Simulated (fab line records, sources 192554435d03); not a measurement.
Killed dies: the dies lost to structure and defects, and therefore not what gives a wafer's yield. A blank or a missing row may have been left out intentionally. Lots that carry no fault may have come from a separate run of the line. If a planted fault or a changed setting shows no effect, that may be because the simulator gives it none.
Chamber matching || flow n5Finfet || N5_BEOL_M11_ETCH_66 on rieDiel-04 has 4 sister chambers
The step etches SOC in N2/H2, target depth 120 nm, overetch 24 nm, time 180 s. 7 wafers are shown with their chamber, then 7 later ones without.

== WAFERS PAIRED WITH THEIR CHAMBERS ==
{"wafer": "L083.3", "chamber": 2, "throttleValvePct (%)": 17.56, "showerheadPlenumPTorr (Torr)": 2.55}
{"wafer": "L083.4", "chamber": 3, "throttleValvePct (%)": 17.38, "showerheadPlenumPTorr (Torr)": 2.60}
{"wafer": "L084.1", "chamber": 0, "throttleValvePct (%)": 17.88, "showerheadPlenumPTorr (Torr)": 2.61}
{"wafer": "L084.2", "chamber": 3, "throttleValvePct (%)": 17.37, "showerheadPlenumPTorr (Torr)": 2.60}
{"wafer": "L084.4", "chamber": 2, "throttleValvePct (%)": 17.56, "showerheadPlenumPTorr (Torr)": 2.55}
{"wafer": "L089.4", "chamber": 0, "throttleValvePct (%)": 17.89, "showerheadPlenumPTorr (Torr)": 2.60}
{"wafer": "L089.5", "chamber": 1, "throttleValvePct (%)": 18.15, "showerheadPlenumPTorr (Torr)": 2.61}

== WAFERS WITH NO CHAMBER GIVEN ==
{"wafer": "L089.6", "throttleValvePct (%)": 17.59, "showerheadPlenumPTorr (Torr)": 2.55}
{"wafer": "L094.1", "throttleValvePct (%)": 17.41, "showerheadPlenumPTorr (Torr)": 2.59}
{"wafer": "L094.5", "throttleValvePct (%)": 17.60, "showerheadPlenumPTorr (Torr)": 2.54}
{"wafer": "L094.6", "throttleValvePct (%)": 17.42, "showerheadPlenumPTorr (Torr)": 2.59}
{"wafer": "L095.1", "throttleValvePct (%)": 18.19, "showerheadPlenumPTorr (Torr)": 2.61}
{"wafer": "L095.2", "throttleValvePct (%)": 17.93, "showerheadPlenumPTorr (Torr)": 2.60}
{"wafer": "L095.4", "throttleValvePct (%)": 17.62, "showerheadPlenumPTorr (Torr)": 2.54}

== THE CHAMBER EACH PASSED THROUGH ==
{"wafer": "L089.6", "from the rows above": 2, "in truth": 2}
{"wafer": "L094.1", "from the rows above": 3, "in truth": 3}
{"wafer": "L094.5", "from the rows above": 2, "in truth": 2}
{"wafer": "L094.6", "from the rows above": 3, "in truth": 3}
{"wafer": "L095.1", "from the rows above": 1, "in truth": 1}
{"wafer": "L095.2", "from the rows above": 0, "in truth": 0}
{"wafer": "L095.4", "from the rows above": 2, "in truth": 2}
Correct placement for 7 of the 7. Can't be placed from these rows: 0. 0 placed wrongly.
How it was worked out, from the rows above alone: a wafer's distance from a chamber is the root of the sum, over the readings, of the square of ((its reading less the chamber's mean) divided by the reading's scatter). The wafer belongs to the nearest chamber; if the next one is less than 2 further off, it can't be placed. The mean given for a chamber averages the wafers shown for that chamber. The scatter: take each reading less its chamber's mean, square it, sum over the shown wafers, divide by the number of wafers less the number of chambers, and take the root.
